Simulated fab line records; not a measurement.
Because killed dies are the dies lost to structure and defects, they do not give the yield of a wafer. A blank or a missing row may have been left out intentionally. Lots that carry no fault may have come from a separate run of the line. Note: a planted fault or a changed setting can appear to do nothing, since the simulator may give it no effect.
A struck lot beside a sound one :: flow nandHarc :: 15 out of 1302 route steps
Sound: wafers L422.1, L422.4, L422.5. Wafers struck: L412.2, L412.5, L412.6. The cause is named last.
Each step with rows lists, per side, the tool, then ch with its chambers, then its first start. Under that, the readings that differ: sound wafers :: struck wafers :: difference of the means :: sigmas: that difference in standard deviations of wafers without a fault.
alike: readings with means less than 2 such deviations apart, plus words and numbers identical on both sides. not compared: withheld readings, readings lacking a value on some wafer, bounds such as >300 that could conceal the same value, and numbers that have no deviation in the record and whose values overlap.
The two part at a step that has a row with sigmas, a row that says differs or no value, or rows on one side only. When numbers do not overlap yet have no deviation, they are printed without sigmas and do not part them. A reading missing from all wafers of one side parts the sides only when that side holds two or more wafers.

first, 6 steps without rows for these wafers: NHARC_A_DECK1_JOINT_CVD_34 (deposits SiNx, target thk 20 nm); NHARC_A_DECK1_JOINT_DEP_06 (deposits SiOx, target thk 80 nm); NHARC_A_DECK1_JOINT_CURE_26 (time 32 s); NHARC_A_DECK1_JOINT_ANNEAL_27 (time 3600 s); NHARC_A_DECK1_JOINT_ANNEAL_28 (time 1800 s); NHARC_A_DECK1_JOINT_ANNEAL_29 (time 1800 s).
NHARC_A_DECK1_JOINT_CMP_02: polishes SiOx.
  sound on cmp-03 ch 0,1,2, day 20 12:13; struck on cmp-02 ch 2,3, day 16 00:37
  alike: edgeZonePressureFrac, motorCurrentA, retainingRingPressureFrac, slurryFilterDpKPa, slurryFlowMlMin
  not compared: padLifeWafers
next, for these wafers, 1 step has no rows: NHARC_A_DECK1_JOINT_SRD_15.
NHARC_A_DECK1_JOINT_DEP_16: deposits SiO2, target thk 45 nm.
  sound on pecvd-02 ch 0,1,2, day 20 12:34; struck on pecvd-04 ch 0,2, day 16 01:04
  alike: heaterPowerW, throttleValvePct
NHARC_A_DECK1_JOINT_THK_MEAS_17: measures by ellipsometry.
  sound on filmMetro-01 at day 20 12:50; struck on filmMetro-01 at day 16 01:17
  alike: thkNm
NHARC_A_DECK1_JOINT_INSPECT_05:
  sound on defectInspect-01 at day 20 12:53; struck on defectInspect-01 at day 16 01:19
  alike: rawDefectCount
NHARC_A_ONON_D2_DEP_00: target thk 1000 nm.
  sound on pecvdOnon-04 ch 0, day 20 12:56; struck on pecvdOnon-04 ch 0, day 16 01:26
NHARC_A_ONON_D2_THK_MEAS_02: measures by ellipsometry.
  sound on filmMetro-01 at day 20 13:28; struck on filmMetro-01 at day 16 01:53
reading: thkNm (nm)
sound: 1000 1001 1001
struck: 382 379 380
difference: -620
sigmas: -62
then, no rows for these wafers at 1 step: NHARC_A_ONON_D2_DEP_03 (target thk 1000 nm).
-- the record jumps here: 12 days lie between the struck wafers' starts before and after (it left off in module A_ONON_D2 and takes up again in module END, whose first step shown is number 1302 of the route) --
NHARC_END_SORT_01:
  here the record holds rows for the struck wafers (prober-01 ch 0, day 28 04:41) but none for the sound ones

WHERE THEY PART
Earliest at NHARC_A_ONON_D2_THK_MEAS_02; latest, in this record, at NHARC_END_SORT_01.

WHY: what the simulator had put in
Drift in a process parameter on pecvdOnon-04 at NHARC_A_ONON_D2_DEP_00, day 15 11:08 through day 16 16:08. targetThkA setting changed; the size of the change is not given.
